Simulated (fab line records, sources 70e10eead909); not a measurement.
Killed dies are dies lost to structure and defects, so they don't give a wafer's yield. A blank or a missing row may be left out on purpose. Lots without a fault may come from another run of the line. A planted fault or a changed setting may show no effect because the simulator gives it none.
Chamber matching | flow nand_harc | NHARC_P_M1_CMP_23 on cmp-03: 4 sister chambers
The step polishes, t overpolish 20 s, target thk 157.82 nm. 8 wafers are shown with their chamber, then 12 later ones without.

WAFERS WITH THEIR CHAMBER
wafer  | chamber | motor_current_A (A) | time_to_endpoint_s (s)
L080.6 | 1       | 10.8                | 34.5
L081.4 | 2       | 10.7                | 28.8
L085.2 | 3       | 10.6                | 26.4
L085.3 | 1       | 10.1                | 29.2
L085.6 | 2       | 10.7                | 26.2
L088.2 | 0       | 11.4                | 30.1
L088.4 | 3       | 11.3                | 29.5
L088.5 | 0       | 11.3                | 28.0

WAFERS WITHOUT THEIR CHAMBER
wafer  | motor_current_A (A) | time_to_endpoint_s (s)
L090.3 | 12.1                | 31.2
L090.5 | 10.6                | 29.4
L090.6 | 10.9                | 28.7
L092.3 | 10.4                | 27.3
L092.4 | 12.0                | 29.0
L092.6 | 10.8                | 28.0
L093.1 | 11.7                | 27.7
L093.3 | 11.1                | 27.1
L093.4 | 11.3                | 26.9
L096.1 | 10.2                | 30.1
L096.2 | 12.3                | 30.6
L096.4 | 10.7                | 33.2

WHICH CHAMBER EACH WENT THROUGH
wafer  | from the rows above               | in truth
L090.3 | can't be placed: 0 or 3 or 2      | 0
L090.5 | can't be placed: 2 or 1 or 3 or 0 | 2
L090.6 | can't be placed: 3 or 2 or 0 or 1 | 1
L092.3 | can't be placed: 2 or 3 or 1 or 0 | 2
L092.4 | can't be placed: 0 or 3 or 2      | 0
L092.6 | can't be placed: 2 or 3 or 0 or 1 | 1
L093.1 | can't be placed: 0 or 3 or 2      | 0
L093.3 | can't be placed: 3 or 0 or 2      | 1
L093.4 | can't be placed: 0 or 3 or 2      | 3
L096.1 | can't be placed: 1 or 2 or 3      | 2
L096.2 | can't be placed: 0 or 3 or 2      | 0
L096.4 | can't be placed: 1 or 3 or 2 or 0 | 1
Placed correctly: 0 of 12. Can't be placed from these rows: 12 (the true chamber is among the candidates in 11). Placed wrongly: 0.
How it was worked out, from the rows above alone: a wafer's distance from a chamber is the root of the sum, over the readings, of the square of ((its reading less the chamber's mean) divided by the reading's scatter). The wafer belongs to the nearest chamber; if the next one is less than 2 further off, it can't be placed. A chamber's mean is the mean of its shown wafers. The scatter: the root of (the sum of the squares of (reading less its chamber's mean) over the shown wafers, divided by (wafers less chambers)).
